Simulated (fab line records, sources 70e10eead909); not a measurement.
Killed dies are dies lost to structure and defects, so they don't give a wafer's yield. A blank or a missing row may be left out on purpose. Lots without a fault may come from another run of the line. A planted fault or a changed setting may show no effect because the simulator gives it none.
Chamber matching | flow nand_harc | NHARC_A_STAIRCASE_ETCH_253 on rie_diel-07: 4 sister chambers
The step etches the open film in C4F8/O2, target depth 50 nm, time 20.2 s. 20 wafers are shown with their chamber, then 10 later ones without.

WAFERS WITH THEIR CHAMBER
wafer  | chamber | rf_vpp_V (V) | rf_fwd_power_W (W) | oes_product_au (a.u.)
L074.3 | 2       | 896          | 590                | 0.952
L074.4 | 1       | 894          | 590                | 0.932
L074.6 | 1       | 893          | 587                | 0.937
L078.2 | 2       | 895          | 589                | 0.915
L078.4 | 1       | 894          | 586                | 0.924
L078.6 | 1       | 894          | 589                | 0.921
L082.1 | 0       | 900          | 588                | 0.941
L082.4 | 3       | 897          | 584                | 0.967
L082.6 | 1       | 893          | 591                | 0.948
L089.1 | 0       | 900          | 586                | 0.957
L089.2 | 3       | 900          | 586                | 0.948
L089.3 | 1       | 892          | 591                | 0.955
L089.4 | 2       | 896          | 587                | 0.944
L089.5 | 0       | 900          | 587                | 0.960
L089.6 | 3       | 898          | 585                | 0.941
L088.2 | 2       | 895          | 589                | 0.941
L088.5 | 2       | 894          | 590                | 0.937
L088.6 | 3       | 897          | 590                | 0.943
L090.1 | 1       | 893          | 591                | 0.918
L090.2 | 2       | 893          | 587                | 0.932

SIGNATURES (means of the wafers above)
reading        | chamber 0 | chamber 1 | chamber 2 | chamber 3 | scatter within a chamber
rf_vpp_V       | 900.00    | 893.29    | 894.83    | 898.00    | 1.01
rf_fwd_power_W | 587.00    | 589.29    | 588.67    | 586.25    | 1.9
oes_product_au | 0.95267   | 0.93357   | 0.93683   | 0.94975   | 0.0128
Rule: a wafer's distance from a chamber is the root of the sum, over the readings, of the square of ((its reading less the chamber's mean) divided by the reading's scatter). The wafer belongs to the nearest chamber; if the next one is less than 2 further off, it can't be placed. The scatter: the root of (the sum of the squares of (reading less its chamber's mean) over the shown wafers, divided by (wafers less chambers)).

WAFERS WITHOUT THEIR CHAMBER
wafer  | rf_vpp_V (V) | rf_fwd_power_W (W) | oes_product_au (a.u.)
L090.6 | 893          | 589                | 0.926
L093.4 | 895          | 589                | 0.967
L093.5 | 897          | 586                | 0.981
L093.6 | 894          | 587                | 0.960
L097.1 | 900          | 589                | 0.985
L097.2 | 898          | 586                | 0.966
L097.3 | 893          | 590                | 0.964
L097.4 | 894          | 589                | 0.962
L097.5 | 894          | 585                | 0.963
L097.6 | 898          | 587                | 0.966

WHICH CHAMBER EACH WENT THROUGH
wafer  | from the rows above          | in truth
L090.6 | can't be placed: 1 or 2      | 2
L093.4 | can't be placed: 2 or 1 or 3 | 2
L093.5 | can't be placed: 3 or 0 or 2 | 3
L093.6 | can't be placed: 2 or 1 or 3 | 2
L097.1 | can't be placed: 0 or 3      | 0
L097.2 | can't be placed: 3 or 0      | 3
L097.3 | can't be placed: 1 or 2      | 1
L097.4 | can't be placed: 2 or 1      | 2
L097.5 | can't be placed: 2 or 1 or 3 | 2
L097.6 | can't be placed: 3 or 0      | 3
Placed correctly: 0 of 10. Can't be placed from these rows: 10 (the true chamber is among the candidates in 10). Placed wrongly: 0.
